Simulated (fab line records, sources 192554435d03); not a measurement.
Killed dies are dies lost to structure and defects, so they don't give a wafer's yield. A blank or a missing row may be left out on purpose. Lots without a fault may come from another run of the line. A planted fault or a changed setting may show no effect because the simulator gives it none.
Chamber matching | flow n5_finfet | N5_BEOL_M11_DESCUM_16 on rie_diel-05: 4 sister chambers
The step chemistry O2, time 7.9 s. 8 wafers are shown with their chamber, then 12 later ones without.

WAFERS WITH THEIR CHAMBER
wafer  | chamber | showerhead_plenum_p_Torr (Torr) | throttle_valve_pct (%)
L076.5 | 0       | 2.01                            | 20.72
L088.4 | 3       | 2.21                            | 20.55
L088.6 | 3       | 2.21                            | 20.55
L089.3 | 2       | 2.11                            | 20.25
L089.6 | 0       | 2.00                            | 20.76
L090.4 | 1       | 2.06                            | 20.06
L090.5 | 2       | 2.10                            | 20.25
L090.6 | 1       | 2.06                            | 20.06

WAFERS WITHOUT THEIR CHAMBER
wafer  | showerhead_plenum_p_Torr (Torr) | throttle_valve_pct (%)
L091.1 | 2.06                            | 20.06
L091.4 | 2.21                            | 20.56
L091.5 | 2.00                            | 20.75
L092.1 | 2.06                            | 20.08
L092.2 | 2.21                            | 20.57
L092.4 | 2.10                            | 20.25
L094.4 | 1.99                            | 20.76
L094.5 | 2.10                            | 20.26
L094.6 | 2.21                            | 20.56
L097.3 | 2.05                            | 20.06
L097.4 | 1.99                            | 20.79
L097.6 | 2.05                            | 20.06

WHICH CHAMBER EACH WENT THROUGH
wafer  | from the rows above | in truth
L091.1 | 1                   | 1
L091.4 | 3                   | 3
L091.5 | 0                   | 0
L092.1 | 1                   | 1
L092.2 | 3                   | 3
L092.4 | 2                   | 2
L094.4 | 0                   | 0
L094.5 | 2                   | 2
L094.6 | 3                   | 3
L097.3 | 1                   | 1
L097.4 | 0                   | 0
L097.6 | 1                   | 1
Placed correctly: 12 of 12. Can't be placed from these rows: 0. Placed wrongly: 0.
How it was worked out, from the rows above alone: a wafer's distance from a chamber is the root of the sum, over the readings, of the square of ((its reading less the chamber's mean) divided by the reading's scatter). The wafer belongs to the nearest chamber; if the next one is less than 2 further off, it can't be placed. A chamber's mean is the mean of its shown wafers. The scatter: the root of (the sum of the squares of (reading less its chamber's mean) over the shown wafers, divided by (wafers less chambers)).
